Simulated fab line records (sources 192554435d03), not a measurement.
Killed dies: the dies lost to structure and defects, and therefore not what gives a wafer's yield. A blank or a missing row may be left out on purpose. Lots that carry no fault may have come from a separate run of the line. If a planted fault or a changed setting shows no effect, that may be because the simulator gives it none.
A struck lot beside a sound one :: flow n5 finfet :: 37 out of 1938 route steps
Sound: wafers L891.1, L891.2, L891.4. Wafers L900.2, L900.3, L900.4 were the ones struck. At the end, the cause is stated.
Per side, at each step with rows, come the tool, then ch with its chambers, and then its first start. Under that, the readings that differ: sound wafers :: struck wafers :: difference of the means :: sigmas: that difference in standard deviations of wafers without a fault.
alike: words and numbers the same on both sides, and readings whose means are apart by under 2 such deviations; not compared: readings that were withheld, readings missing a value for some wafer, numbers with overlapping values and no deviation given by the record, and bounds like >300 which may hide the same value.
A row with sigmas, a row that says differs or no value, or rows on one side alone: a step with any of these is where the two part. Numbers that don't overlap but have no deviation are shown without sigmas and don't part them. A reading that every wafer of one side lacks parts them only if that side has two wafers or more.

first, 9 steps without rows for these wafers: N5_BEOL_M4_ANNEAL_95 (time 240 s); N5_BEOL_M4_SPUTTER_96 (material Cu, target thk 4.5 nm, time 8.29 s); N5_BEOL_M4_ECD_50 (material Cu, target thk 300 nm); N5_BEOL_M4_ANNEAL_51 (time 90 s); N5_BEOL_M4_CMP_52 (polishes, stops on SiOC, t overpolish 6.8 s, target thk 40 nm); N5_BEOL_M4_PRE_CLEAN_60 (time 15 s); N5_BEOL_M4_CO_CAP_55 (material Co, precursor CCTBA/H2, target thk 2 nm, time 102.1 s); N5_BEOL_M4_PRE_CLEAN_56 (time 15 s); N5_BEOL_M4_DEP_57 (deposits SiCN from 3MS/NH3, target thk 8 nm, time 14 s).
N5_BEOL_M4_RC_MEAS_101:
  sound on prober-02 ch 0, day 9 08:16; struck on prober-01 ch 0, day 11 16:14
reading: SS_N (mV/dec)
sound: 70.8 70.5 71.0
struck: 71.9 72.1 71.8
difference: +1.2
sigmas: +2
  alike: DIBL_N, DIBL_P, IOFF_N, IOFF_P, ION_N, ION_P, SS_P, VT_N, VT_P
then, 24 steps without rows for these wafers: N5_BEOL_M5_ILD_DEP_00 (deposits SiCOH lowk from DEMS/porogen, target thk 140.64 nm, time 25.9 s); N5_BEOL_M5_CURE_79 (cures SiCOH lowk, time 240 s); N5_BEOL_M5_PECVD_70 (deposits SiO2 from TEOS/O2, target thk 16 nm, time 18 s); N5_BEOL_M5_HM_DEP_02 (deposits TiN, target thk 20 nm); N5_BEOL_M5_COAT_59 (time 60 s, resist thk 60 nm); N5_BEOL_M5_COAT_60 (time 60 s, resist thk 12 nm); N5_BEOL_M5_COAT_71 (time 60 s, resist thk 5 nm); N5_BEOL_M5_COAT_05 (resist thk 30 nm); N5_BEOL_M5_EBR_07; N5_BEOL_M5_SOFTBAKE_06 (time 60 s); N5_BEOL_M5_EXPOSE_08 (exposes mask M5, target cd 28 nm); N5_BEOL_M5_PEB_09 (peb time 60 s); N5_BEOL_M5_DEVELOP_10 (develop time 30 s); N5_BEOL_M5_DESCUM_16 (chemistry O2, time 7 s); N5_BEOL_M5_ETCH_72 (etches underlayer in N2/H2, target depth 6.5 nm, time 5.2 s); N5_BEOL_M5_ETCH_61 (etches SiARC in CF4, target depth 15.6 nm, time 26 s); N5_BEOL_M5_ETCH_62 (etches SOC in N2/H2, target depth 75 nm, overetch 15 nm, time 112.5 s); N5_BEOL_M5_STRIP_63 (strips in N2/H2); N5_BEOL_M5_STRIP_73 (strips in N2/H2); N5_BEOL_M5_STRIP_64 (strips in CF4); N5_BEOL_M5_HM_OPEN_17 (chemistry Cl2/BCl3, target TiN, target depth 20 nm, overetch 6 nm); N5_BEOL_M5_STRIP_19 (strips in O2); N5_BEOL_M5_COAT_65 (time 60 s, resist thk 60 nm); N5_BEOL_M5_COAT_66 (time 60 s, resist thk 12 nm).
-- a jump in the record: the struck wafers' starts before and after are 3 days apart (it breaks off in module BEOL_M5 and resumes in module BEOL_M14, where the first step shown is number 1762 of the route) --
N5_BEOL_M14_SPUTTER_43: material TaN, target thk 15 nm, time 24.19 s.
  sound on pvd sputter-02, day 12 21:03; struck on pvd sputter-02, day 14 20:38
  no value came back on the struck wafers for bias v (V), cathode dc power W (W), throttle valve pct (%), time s (s); on the sound wafers bias v (V) reads 166.9 168.7 171.8
N5_BEOL_M14_CMP_49: polishes, stops on SiO2, t overpolish 5.2 s, target thk 560 nm.
  sound on cmp-03 ch 1,2,3, day 12 21:52; struck on cmp-03 ch 0,1,2, day 14 22:20
reading: barrier field endpoint s (s)
sound: 11.26 11.42 11.38
struck: 5.66 5.72 5.74
difference: -5.65
sigmas: -28
  alike: motor current A, retaining ring pressure frac
  not compared: model.Cu_of_BEOL_M14_ECD_47.thk nm
N5_PASSIVATION_PROBE_49:
  rows exist in the record for the struck wafers here (prober-01, day 15 20:28), but not for the sound ones

WHERE THEY PART
Earliest at N5_BEOL_M4_RC_MEAS_101; latest, in this record, at N5_PASSIVATION_PROBE_49.

WHY: the cause the simulator had injected
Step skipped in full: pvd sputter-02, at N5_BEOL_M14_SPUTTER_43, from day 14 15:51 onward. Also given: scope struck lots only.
